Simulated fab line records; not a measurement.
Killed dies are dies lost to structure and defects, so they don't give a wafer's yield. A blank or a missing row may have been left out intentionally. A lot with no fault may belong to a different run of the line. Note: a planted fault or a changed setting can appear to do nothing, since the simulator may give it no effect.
fab line records -- flow n5Finfet
record: lots: 4, wafers: 12, lastDay: 17
route steps=1938 shown BEOL_M5@1151 PASSIVATION@1936
lots that met no fault: from a run of the same line without faults
startH: the number of hours between the record's first day and the start of the first shown wafer of the lot -- waitH: hours from the lot's prior step to this one -- " repeats the value in the row above -- L1.1+2: one row covering several wafers at once -- - no value, or no start given -- * or withheld: withheld -- < > ~ a bound
route shown NAME@n: NAME is a module with steps in the file, n the number in the route of the first one -- usual: average and standard deviation across the fault-free wafers -- same: alike in all rows -- chamber/n: place in a boat -- sites: each site's reading -- _std_site: their standard deviation -- _edge_site: the outer-site mean with the inner-site mean subtracted -- radiusMm: for every site, how far away it sits from the centre of the wafer -- mask NAME#n: copy n -- behind: the most recent tool/chamber to have shaped the wafer -- hold: the reason the lot was held/the length of the hold in hours/how it ended -- device: names the non-switching transistor (n, p or np) -- end of line: at the end of the route, the tests of the same wafers -- a step without rows: its recipe alone -- killed: the dies lost at the first sort to structure and to defects; this is not the yield of the wafer -- map: dies across one wafer; x = killed, . = not, _ = none there
set.NAME: the setting that was run; set.NAME@STEP: the one run at that earlier step -- model.NAME: the simulator's own value behind a step, which no gauge read
lots at selected steps of the route; one table per step, one row per wafer
services: a tool's chamber out of use, with start hour (startH, from the record's first day; less than 0 if before it), hours out, and reason
== steps ==
step: N5_BEOL_M5_DESCUM_33
recipe: chemistry: O2, timeS: 7, sourcePowerW: 50, biasPowerW: 20, pressureMtorr: 20, rfFrequencyHz: 2.712e+07, tempC: 40, resist: CAR-EUV, o2FlowSccm: 225
step: N5_BEOL_M5_ETCH_75
recipe: chemistry: N2/H2, target: underlayer, targetDepthA: 65, maskMaterial: CAR-EUV, timeS: 5.2, ionEnergyEv: 200, pressureMtorr: 30, sourceW: 840, biasW: 150, n2FlowSccm: 200, h2FlowSccm: 200, ends: cleared
step: N5_BEOL_M5_ETCH_67
recipe: chemistry: CF4, target: SiARC, targetDepthA: 156, maskMaterial: CAR-EUV, timeS: 26, ionEnergyEv: 80, pressureMtorr: 40, sourceW: 545, biasW: 36, Ar_flow_sccm: 100, cf4FlowSccm: 100, ends: cleared
step: N5_BEOL_M5_ETCH_68
recipe: chemistry: N2/H2, target: SOC, targetDepthA: 800, overetchA: 160, maskMaterial: SiARC, tempC: 40, timeS: 120, ionEnergyEv: 200, pressureMtorr: 30, sourceW: 840, biasW: 150, n2FlowSccm: 200, h2FlowSccm: 200
step: N5_BEOL_M5_STRIP_69
recipe: chemistry: N2/H2, tempC: 40, n2FlowSccm: 200, h2FlowSccm: 200, rfFrequencyHz: 6e+07
step: N5_BEOL_M5_STRIP_76
recipe: chemistry: N2/H2, tempC: 40, n2FlowSccm: 200, h2FlowSccm: 200, rfFrequencyHz: 6e+07
step: N5_BEOL_M5_VIA_ETCH_34
recipe: chemistry: C4F6/O2, target: SiCOH_lowk, targetDepthA: 883, maskMaterial: SOC, taperDeg: 4, timeS: 39.2, ionEnergyEv: 250, pressureMtorr: 30, sourceW: 345, biasW: 185, Ar_flow_sccm: 300, C4F6_flow_sccm: 10, O2_flow_sccm: 10
step: N5_BEOL_M5_STRIP_85
recipe: chemistry: C4F6/O2, resist: SiARC, rfFrequencyHz: 6e+07
step: N5_BEOL_M5_STRIP_36
recipe: chemistry: N2/H2, powerW: 450, tempC: 40, pressureMtorr: 20, rfFrequencyHz: 6e+07, overashFraction: 0.3, biasPowerW: 7, h2Frac: 0.5, n2FlowSccm: 200, h2FlowSccm: 200
step: N5_BEOL_M5_TRENCH_ETCH_37
recipe: chemistry: C4F6/O2, targetDepthA: 716.52, target: SiCOH_lowk, timeS: 24.7, ionEnergyEv: 250, pressureMtorr: 30, sourceW: 345, biasW: 185, Ar_flow_sccm: 300, C4F6_flow_sccm: 10, O2_flow_sccm: 10
usual: biasW: 185.0/0.57, drypumpMotorCurrentA: 5.73/0.27, oesProductAu: 0.78/0.079, rfVppV: 659/13, showerheadPlenumPTorr: 2.83/0.11, throttleValvePct: 20.91/0.23
lot.wafer,tool,chamber,startH,waitH,biasW,drypumpMotorCurrentA,oesProductAu,rfHoursCounterH,rfVppV,showerheadPlenumPTorr,throttleValvePct,model.etch.depthNm,model.BEOL_M5.featureDepthNm
L819.1,rieDiel-05,1,281.18,-,185.9,5.20,0.71,202,669,2.70,21.18,70.88,70.8
L819.2,rieDiel-05,2,281.18,-,184.5,5.65,0.97,4,649,2.79,20.88,71.95,72
L819.4,rieDiel-05,3,281.18,-,184.6,5.75,0.81,115,666,2.75,20.57,73.72,73.8
L821.1,rieDiel-05,2,288.33,-,142.8,5.67,0.92,5,529,2.79,20.87,66.53,66.6
L821.2,rieDiel-05,3,288.33,-,143.9,5.75,0.78,117,544,2.75,20.55,68.06,68
L821.3,rieDiel-05,0,288.33,-,142.2,5.79,0.68,216,532,2.80,20.95,65.71,65.8
L822.3,rieDiel-01,3,288.41,-,184.8,5.84,0.89,33,641,2.91,20.64,73.34,73.4
L822.5,rieDiel-01,3,288.41,-,184.5,5.85,0.90,-,641,2.91,20.65,73.65,73.6
L822.6,rieDiel-01,2,288.41,-,187.1,5.67,0.69,-,655,2.92,21.19,71.7,71.8
L825.2,rieDiel-05,1,303.49,-,143.8,5.15,0.66,207,546,2.70,21.19,64.05,64
L825.4,rieDiel-05,2,303.49,-,143.8,5.65,0.92,7,530,2.79,20.89,65.88,65.8
L825.5,rieDiel-05,2,303.49,-,143.2,5.64,0.91,-,530,2.79,20.86,65.82,65.8
step: N5_BEOL_M5_ETCH_41
recipe: chemistry: CH3F/O2, target: SiCN, targetDepthA: 315, taperDeg: 2, timeS: 56.7, ionEnergyEv: 120, maskMaterial: TiN, pressureMtorr: 30, sourceW: 395, biasW: 75, Ar_flow_sccm: 150, CH3F_flow_sccm: 30, O2_flow_sccm: 20
step: N5_BEOL_M5_STRIP_91
recipe: chemistry: N2/H2, timeS: 10, powerW: 450, tempC: 40, pressureMtorr: 20, rfFrequencyHz: 6e+07, biasPowerW: 7, n2FlowSccm: 200, h2FlowSccm: 200
step: N5_BEOL_M5_OCD_MEAS_38
usual: trenchDepthNm: 71.1/1.3
lot.wafer,tool,chamber,startH,waitH,trenchDepthNm
L819.1,ocd-02,-,281.33,-,70.9
L819.2,ocd-02,-,281.33,-,71.8
L819.4,ocd-02,-,281.33,-,73.3
L821.1,ocd-01,-,288.48,-,66.2
L821.2,ocd-01,-,288.48,-,68.4
L821.3,ocd-01,-,288.48,-,65.6
L822.3,ocd-01,-,288.57,-,72.9
L822.5,ocd-01,-,288.57,-,74.4
L822.6,ocd-01,-,288.57,-,71.3
L825.2,ocd-01,-,303.64,-,64.1
L825.4,ocd-01,-,303.64,-,66.0
L825.5,ocd-01,-,303.64,-,65.5
step: N5_BEOL_M5_HM_STRIP_39
recipe: chemistry: peroxideTinStrip, material: TiN, targetDepthA: 250, tempC: 50, timeS: 158
step: N5_BEOL_M5_SRD_40
recipe: timeS: 30, tempC: 23, rinseLiquid: diw, dry: ipaMarangoni
step: N5_BEOL_M5_PRECLEAN_42
recipe: chemistry: residueRemover, timeS: 60, tempC: 40
step: N5_BEOL_M5_SRD_43
recipe: timeS: 30, tempC: 23, rinseLiquid: diw, dry: ipaMarangoni
step: N5_BEOL_M5_CURE_80
recipe: tempC: 370, timeS: 120, ambient: DMADMS/He, material: SiCOH_lowk
step: N5_BEOL_M5_DEGAS_44
recipe: ambient: vacuum, tempC: 250, timeS: 60
step: N5_BEOL_M5_PRE_CLEAN_45
recipe: gas: H2/He, timeS: 30, tempC: 250
step: N5_BEOL_M5_ALD_86
recipe: material: TaN, targetThkA: *, tempC: 275, aldPrecursorFamily: PDMAT, aldCoReactant: NH3, pressureTorr: 3, carrierFlowSccm: 1500, pulseTimeS: 2, purgeTimeS: 3, coReactantPurgeTimeS: 2, coReactantPulseTimeS: 3, aldCycles: 30, precursorVesselTempC: 75, precursorVesselPressureTorr: 26.25, precursorVesselCarrierSccm: 1000
step: N5_BEOL_M5_SURFACE_TREAT_87
recipe: gas: Ar, timeS: *, ionEnergyEv: *, ionCurrentMaCm2: 0.5, pressureMtorr: *, arFlowSccm: 30
step: N5_BEOL_M5_CVD_47
recipe: material: Co, targetThkA: 30, tempC: withheld, precursor: CCTBA/H2, pressureTorr: 30, timeS: 216
step: N5_BEOL_M5_SPUTTER_48
recipe: material: Cu, targetThkA: 150, tempC: -20, chamberPressurePa: 0.07, powerW: withheld, timeS: 27.62
step: N5_BEOL_M5_ANNEAL_49
recipe: tempC: 400, timeS: 1800, ambient: vacuum
step: N5_BEOL_M5_SPUTTER_81
recipe: material: Cu, targetThkA: 150, tempC: -20, chamberPressurePa: 0.07, powerW: withheld, timeS: 27.62
step: N5_BEOL_M5_ANNEAL_82
recipe: tempC: 400, timeS: 1800, ambient: vacuum
step: N5_BEOL_M5_SPUTTER_83
recipe: material: Cu, targetThkA: 150, tempC: -20, chamberPressurePa: 0.07, powerW: withheld, timeS: 27.62
step: N5_BEOL_M5_ANNEAL_84
recipe: tempC: 400, timeS: 1800, ambient: vacuum
step: N5_BEOL_M5_SPUTTER_88
recipe: material: Cu, targetThkA: 150, tempC: -20, chamberPressurePa: 0.07, powerW: withheld, timeS: 27.62
step: N5_BEOL_M5_ANNEAL_89
recipe: tempC: 400, timeS: 1800, ambient: vacuum
step: N5_BEOL_M5_SPUTTER_90
recipe: material: Cu, targetThkA: 45, tempC: -20, chamberPressurePa: 0.07, powerW: withheld, timeS: 8.29
step: N5_BEOL_M5_ECD_50
recipe: material: Cu, targetThkA: 3000
step: N5_BEOL_M5_ANNEAL_51
recipe: tempC: 225, timeS: 90, ambient: N2
step: N5_BEOL_M5_CMP_52
recipe: stopOn: SiCOH_lowk, tOverpolishS: 6.9, downForcePsi: 1, platenRpm: 50, clearingPlatenDownForcePsi: 1.5, clearingPlatenRpm: 50, postCmpClean: cuAlkaline, targetThkNm: 62, clearingPlatenPadVelocityMS: 0.99484, padVelocityMS: 0.99484
usual: barrierFieldEndpointS: 24.5/0.7, motorCurrentA: 6.1/0.66, overpolishRunS: 6.899/0.009, timeToEndpointS: 61/3.2
lot.wafer,tool,chamber,startH,waitH,barrierFieldEndpointS,motorCurrentA,overpolishRunS,timeToEndpointS,model.Cu_of_BEOL_M5_ECD_50.thkNm
L819.4,cmp-03,1,289.11,0.1,24.8,6.5,6.898,60,64.6
L819.2,cmp-03,2,289.11,0.1,24.2,5.3,6.885,62,62.8
L819.1,cmp-03,3,289.11,0.1,23.9,5.6,6.894,62,61.2
L821.3,cmp-03,1,294.99,0.2,25.3,6.6,6.903,65,55.4
L821.2,cmp-03,2,294.99,0.2,24.1,5.5,6.899,64,57.4
L821.1,cmp-03,3,294.99,0.2,24.4,5.5,6.914,63,56.6
L822.3,cmp-04,0,295.87,0.2,23.6,6.1,6.910,60,62.2
L822.5,cmp-04,2,295.87,0.2,23.8,6.3,6.902,59,61.4
L822.6,cmp-04,3,295.87,0.2,23.6,5.6,6.904,57,60.6
L825.2,cmp-03,2,310.07,0.3,25.5,5.5,6.902,67,56.2
L825.4,cmp-03,0,310.07,0.3,25.2,6.5,6.897,60,55.6
L825.5,cmp-03,2,310.07,0.3,25.8,5.4,6.894,66,57.2
step: N5_BEOL_M5_THK_MEAS_53
recipe: thkMeasGauge: xrf, reads: Cu_of_BEOL_M5_ECD_50
usual: M5_THK: 60.4/1.7
lot.wafer,tool,chamber,startH,waitH,M5_THK[nm]
L819.1,filmMetro-01,-,289.40,-,60.1
L819.2,filmMetro-01,-,289.40,-,61.7
L819.4,filmMetro-01,-,289.40,-,63.2
L821.1,filmMetro-02,-,295.25,-,56.3
L821.2,filmMetro-02,-,295.25,-,57.5
L821.3,filmMetro-02,-,295.25,-,55.3
L822.3,filmMetro-02,-,296.09,-,61.5
L822.5,filmMetro-02,-,296.09,-,60.6
L822.6,filmMetro-02,-,296.09,-,60.0
L825.2,filmMetro-01,-,310.33,-,54.9
L825.4,filmMetro-01,-,310.33,-,54.4
L825.5,filmMetro-01,-,310.33,-,56.1
step: N5_BEOL_M5_PRE_CLEAN_77
recipe: gas: NH3/H2, timeS: 15, tempC: *, rfPowerW: 300
step: N5_BEOL_M5_CO_CAP_78
recipe: material: Co, targetThkA: 20, tempC: 200, precursor: CCTBA/H2, pressureTorr: 30, timeS: 102.1
step: N5_BEOL_M5_RS_MEAS_57
recipe: thkMeasGauge: four-point-probe, reads: Co_of_BEOL_M5_CO_CAP_78+Cu_of_BEOL_M5_ECD_50+Co_of_BEOL_M5_CVD_47+TaN_of_BEOL_M5_ALD_86
usual: M5_RS: 0.393/0.013
lot.wafer,tool,chamber,startH,waitH,M5_RS[ohm/sq]
L819.1,filmMetro-02,-,289.75,0.0,0.392
L819.2,filmMetro-02,-,289.75,0.0,0.381
L819.4,filmMetro-02,-,289.75,0.0,0.368
L821.1,filmMetro-01,-,295.51,0.0,0.432
L821.2,filmMetro-01,-,295.51,0.0,0.425
L821.3,filmMetro-01,-,295.51,0.0,0.442
L822.3,filmMetro-02,-,296.35,0.1,0.385
L822.5,filmMetro-02,-,296.35,0.1,0.390
L822.6,filmMetro-02,-,296.35,0.1,0.396
L825.2,filmMetro-01,-,310.62,0.1,0.437
L825.4,filmMetro-01,-,310.62,0.1,0.441
L825.5,filmMetro-01,-,310.62,0.1,0.426
step: N5_PASSIVATION_PROBE_49
usual: defectLimitedYield: 91.2/1.4, killed_at_M0_to_M3: 34/9.3, killed_at_M4_up: 14/5.9, killedAtContacts: 14/5.7, killedAtFrontEnd: 38/10, killedAtOther: 4/3.2, killedDies: 104/17, killedOpen: 67/13, killedShort: 33/6.9, sort_bin_5_function: 5.2/1, sort_bin_6_memory: 3.3/0.61, sortNPass: 1069/52, sortYieldPct: 91/4.4
same: grossDies: 1180, killedAtBackSide: 0, sort_bin_4_leakage[%]: 0, sort_bin_8_speed[%]: 0
lot.wafer,tool,chamber,startH,waitH,defectLimitedYield[%],killed_at_M0_to_M3,killed_at_M4_up,killedAtContacts,killedAtFrontEnd,killedAtOther,killedDies,killedOpen,killedShort,sort_bin_5_function[%],sort_bin_6_memory[%],sortNPass,sortYieldPct[%]
L821.1,prober-02,-,398.61,0.0,93.0,22,17,10,31,3,83,63,18,4.2,2.8,1097,93
L821.2,prober-02,-,398.66,0.1,93.2,22,9,8,34,7,80,45,33,3.9,2.5,1100,93
L821.3,prober-02,-,398.71,0.1,92.7,31,11,2,36,6,86,46,36,4.0,3.1,1094,93
L825.2,prober-01,-,408.73,0.1,89.2,34,13,34,45,2,128,64,33,7.8,2.7,1052,89
L825.4,prober-01,-,408.83,0.2,90.3,50,11,8,41,5,115,65,44,5.1,4.3,1065,90
L825.5,prober-01,-,408.88,0.2,91.5,24,10,17,42,7,100,57,37,4.7,3.2,1080,92
killed by level:class
L821.1 MOL_CONTACT_COAG:geometricParticle:open=9 BEOL_M2:geometricParticle:open=7 BEOL_M4:geometricParticle:open=7 STI_FIN_REVEAL:geometricParticle:open=6 BEOL_M1:geometricParticle:open=6 FIN_SAQP:geometricParticle:open=5 STARTING-WAFER:geometricParticle:short=4 DUMMY_GATE:geometricParticle:open=3
L821.2 FIN_SAQP:geometricParticle:short=7 STI_FIN_REVEAL:geometricParticle:open=5 BEOL_M3:geometricParticle:open=5 MOL_CONTACT_COAG:geometricParticle:short=4 MOL_CONTACT_COAG:geometricParticle:open=4 PAD_METAL:geometricParticle:open=4 FIN_SAQP:geometricParticle:open=3 ILD0:geometricParticle:short=3
L821.3 STI_FIN_REVEAL:geometricParticle:open=8 GATE_CUT:geometricParticle:short=8 BEOL_M1:geometricParticle:open=8 BEOL_M4:geometricParticle:open=7 BEOL_M1:geometricParticle:short=6 BEOL_M3:geometricParticle:open=6 BEOL_M0_SAQP:geometricParticle:short=5 DUMMY_GATE:geometricParticle:open=4
L825.2 MOL_CONTACT_COAG:areaEtch=25 BEOL_M3:geometricParticle:open=16 FIN_SAQP:geometricParticle:open=8 GATE_CUT:geometricParticle:short=8 GATE_CUT:geometricParticle:open=7 STI_FIN_REVEAL:geometricParticle:open=5 MOL_CONTACT_COAG:geometricParticle:open=5 BEOL_M0_SAQP:geometricParticle:open=5
L825.4 BEOL_M0_SAQP:geometricParticle:short=20 BEOL_M0_SAQP:geometricParticle:open=11 BEOL_M3:geometricParticle:open=10 DUMMY_GATE:geometricParticle:open=9 FIN_SAQP:geometricParticle:open=5 MOL_CONTACT_COAG:geometricParticle:open=5 FIN_SAQP:geometricParticle:short=4 STI_FIN_REVEAL:geometricParticle:open=4
L825.5 MOL_CONTACT_COAG:geometricParticle:open=16 BEOL_M0_SAQP:geometricParticle:short=11 STI_FIN_REVEAL:geometricParticle:open=7 BEOL_M0_SAQP:geometricParticle:open=5 GATE_CUT:geometricParticle:short=4 BEOL_M5:geometricParticle:open=4 STARTING-WAFER:geometricParticle:short=4 STARTING-WAFER:geometricParticle:open=4
== services ==
tool,chamber,startH,hours,kind
cmp-04,-,274.33,6.9,pm
rieDiel-05,2,283.64,2.9,repair
rieDiel-05,2,290.80,7.5,repair
== key ==
firstSign: step: N5_BEOL_M5_TRENCH_ETCH_37, reading: biasW, direction: down, sigmas: 73, usual: *, struck: *
effect: step: N5_BEOL_M5_TRENCH_ETCH_37, reading: rfVppV, direction: down, sigmas: 9.5, usual: 659, struck: 535
effect: step: N5_BEOL_M5_OCD_MEAS_38, reading: trenchDepthNm, direction: down, sigmas: 4.1, usual: 71.1, struck: 66.0
effect: step: N5_BEOL_M5_THK_MEAS_53, reading: M5_THK, direction: down, sigmas: 2.7, usual: 60.4, struck: 55.8
effect: step: N5_BEOL_M5_RS_MEAS_57, reading: M5_RS, direction: up, sigmas: 3.1, usual: 0.393, struck: 0.434
modelEffect: step: N5_BEOL_M5_TRENCH_ETCH_37, value: etch.depthNm, without: 71.42, struck: 66.01
modelEffect: step: N5_BEOL_M5_CMP_52, value: Cu_of_BEOL_M5_ECD_50.thkNm, without: 61.83, struck: 56.4
metAt N5_BEOL_M5_TRENCH_ETCH_37
struckWafers L821.1,L821.2,L821.3,L825.2,L825.4,L825.5
baselineLoss: step: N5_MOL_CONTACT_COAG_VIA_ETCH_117, wafers: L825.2
onsetBetween 281.18 288.33
fault: kind: processParameterDrift, tool: rieDiel-05, chamber: -, onsetH: 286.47, steps: N5_BEOL_M5_TRENCH_ETCH_37, channel: biasW, offset: *, shape: step, endH: 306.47, actsIn: *, stated: *
baselineLoss: these wafers lose ten dies or more at that step, a loss of the line's own and not of a fault; the sort's usual values leave them out
